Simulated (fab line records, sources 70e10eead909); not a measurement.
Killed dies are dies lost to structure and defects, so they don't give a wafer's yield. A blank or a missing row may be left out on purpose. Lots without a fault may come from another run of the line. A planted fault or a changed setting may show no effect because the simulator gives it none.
A struck lot beside a sound one | flow nand_harc | 44 steps out of a route of 1302
Sound: wafers L583.1, L583.3, L583.6. Struck: wafers L579.2, L579.4, L579.5. The cause comes at the end.
At each step with rows: each side's tool, then ch and its chambers, then its first start. Under that, the readings that differ: sound wafers | struck wafers | difference of the means | sigmas: that difference in standard deviations of wafers without a fault.
alike: readings whose means differ by less than 2 such deviations, and words and numbers that are the same on both sides. not compared: withheld readings, readings that some wafer has no value for, bounds like >300 that may hide the same value, and numbers for which the record gives no deviation and whose values overlap.
The two part at a step that has a row with sigmas, a row that says differs or no value, or rows on one side only. Numbers that don't overlap but have no deviation are shown without sigmas and don't part them. A reading that every wafer of one side lacks parts them only if that side has two wafers or more.

first, 8 steps without rows for these wafers: NHARC_P_GATE_DEHYDRATE_18 (time 120 s); NHARC_P_GATE_HMDS_19 (time 30 s); NHARC_P_GATE_COAT_20 (resist thk 90 nm); NHARC_P_GATE_SOFTBAKE_21 (time 55 s); NHARC_P_GATE_EBR_22; NHARC_P_GATE_EXPOSE_23 (exposes mask P GATE, target cd 120 nm); NHARC_P_GATE_PEB_24 (peb time 65 s); NHARC_P_GATE_DEVELOP_25 (develop time 35 s).
NHARC_P_GATE_CD_MEAS_26: target cd 120 nm.
  sound on cd_sem-02 ch 0, day 11 04:31; struck on cd_sem-02 ch 0, day 9 15:40
  alike: cd_nm
NHARC_P_GATE_OVL_MEAS_27:
  sound on overlay-01, day 11 04:37; struck on overlay-02, day 9 15:46
  alike: overlay_x_nm, overlay_y_nm
NHARC_P_GATE_INSPECT_28:
  sound on defect_inspect-02, day 11 04:39; struck on defect_inspect-01, day 9 15:48
  alike: raw_defect_count
then, 1 step without rows for these wafers: NHARC_P_GATE_DESCUM_31 (chemistry O2, time 3 s).
NHARC_P_GATE_ETCH_104: etches the open film in CF4/CHF3, target depth 60 nm.
  sound on rie_diel-01 ch 0,2, day 11 04:48; struck on rie_diel-10 ch 0,1,2, day 9 15:56
  reading               | sound             | struck            | difference | sigmas
  oes_product_au (a.u.) | 0.929 0.925 0.915 | 0.989 0.950 0.983 | +0.051     | +2
  alike: chamber_pressure_mTorr, drypump_motor_current_A, rf_vpp_V, showerhead_plenum_p_Torr, throttle_valve_pct
NHARC_P_GATE_HM_OPEN_105: chemistry O2/COS, target depth 360 nm.
  sound on rie_diel-01 ch 0,3; struck on rie_diel-10 ch 0,3
  alike: chamber_pressure_mTorr, drypump_motor_current_A, oes_product_au, rf_vpp_V, showerhead_plenum_p_Torr, throttle_valve_pct
  not compared: rf_hours_counter_h
then, 2 steps without rows for these wafers: NHARC_P_GATE_STRIP_106 (strips in O2/COS); NHARC_P_GATE_ETCH_114 (etches the open film in CF4/O2, target depth 30 nm, overetch 3 nm, time 16.5 s).
NHARC_P_GATE_ETCH_32: etches the open film in HBr/Cl2, target depth 150 nm, time 100.1 s.
  sound on rie_si-02 ch 2,3, day 11 05:10; struck on rie_si-06 ch 1,2, day 9 16:22
  alike: chamber_pressure_mTorr, drypump_motor_current_A, oes_product_au, throttle_valve_pct
  not compared: rf_hours_counter_h
then, 1 step without rows for these wafers: NHARC_P_GATE_STRIP_108 (strips in O2).
NHARC_P_GATE_CD_MEAS_33:
  sound on cd_sem-03, day 11 05:32; struck on cd_sem-01, day 9 16:41
  alike: cd_nm
then, 3 steps without rows for these wafers: NHARC_P_GATE_STRIP_35 (strips in SPM, time 600 s); NHARC_P_GATE_PRECLEAN_73 (cleans in SC1); NHARC_P_GATE_SRD_74.
NHARC_P_GATE_ALD_36: deposits SiNx, target thk 20 nm, pulse time 60 s, ald cycles 223.
  sound on ald_sin-01 ch 0,2,3, day 11 08:07; struck on ald_sin-01 ch 0,1,3, day 9 18:12
  alike: heater_power_w, precursor_pulse_height_rel
NHARC_P_GATE_ETCHBACK_37: etches the open film in CHF3/O2, target depth 34.5 nm, time 17.2 s.
  sound on rie_diel-10 ch 0,2,3; struck on rie_diel-10 ch 0,2,3
  reading               | sound             | struck            | difference | sigmas
  oes_product_au (a.u.) | 1.007 0.987 1.018 | 0.929 0.928 0.953 | -0.067     | -3
  alike: chamber_pressure_mTorr, drypump_motor_current_A, rf_vpp_V, showerhead_plenum_p_Torr, throttle_valve_pct
  not compared: rf_hours_counter_h
then, 13 steps without rows for these wafers: NHARC_P_GATE_STRIP_101 (strips in O2, time 20 s); NHARC_P_GATE_PRECLEAN_97 (cleans in SPM, time 600 s); NHARC_P_GATE_SRD_98; NHARC_P_GATE_PRECLEAN_99 (cleans in SC1); NHARC_P_GATE_SRD_100; NHARC_P_GATE_DEHYDRATE_38 (time 120 s); NHARC_P_GATE_HMDS_39 (time 30 s); NHARC_P_GATE_COAT_40; NHARC_P_GATE_SOFTBAKE_41 (time 95 s); NHARC_P_GATE_EBR_42; NHARC_P_GATE_EXPOSE_43 (exposes mask P NSD, target cd 720 nm); NHARC_P_GATE_PEB_44 (peb time 85 s); NHARC_P_GATE_DEVELOP_45 (time 70 s).
NHARC_P_GATE_CD_MEAS_46: target cd 720 nm.
  sound on cd_sem-02 ch 0, day 11 16:26; struck on cd_sem-02 ch 0, day 10 03:43
  alike: cd_nm
then, 3 steps without rows for these wafers: NHARC_P_GATE_HARDBAKE_47 (time 80 s); NHARC_P_GATE_DESCUM_48 (chemistry O2, time 3 s); NHARC_P_GATE_IMPLANT_49.
NHARC_P_GATE_STRIP_111: strips in N2/H2, time 250 s.
  sound on plasma_asher-01 ch 0,1, day 11 16:58; struck on plasma_asher-01 ch 0,1, day 10 04:17
  alike: drypump_motor_current_A, heater_power_w
  not compared: rf_hours_counter_h
NHARC_P_GATE_INSPECT_68:
  sound on defect_inspect-02, day 11 22:58; struck on defect_inspect-01, day 10 10:17
  reading          | sound       | struck      | difference | sigmas
  raw_defect_count | 141 102 154 | 776 689 774 | +614       | +9
-- the record jumps here: 19 days lie between the struck wafers' starts before and after (it left off in module P_GATE and takes up again in module END, whose first step shown is number 1302 of the route) --
NHARC_END_SORT_01:
  the record has rows for the struck wafers here (prober-02 ch 0, day 29 04:47) and none for the sound ones

WHERE THEY PART
First at NHARC_P_GATE_ETCH_104; last, within this record, at NHARC_END_SORT_01.

WHY: what the simulator had put in
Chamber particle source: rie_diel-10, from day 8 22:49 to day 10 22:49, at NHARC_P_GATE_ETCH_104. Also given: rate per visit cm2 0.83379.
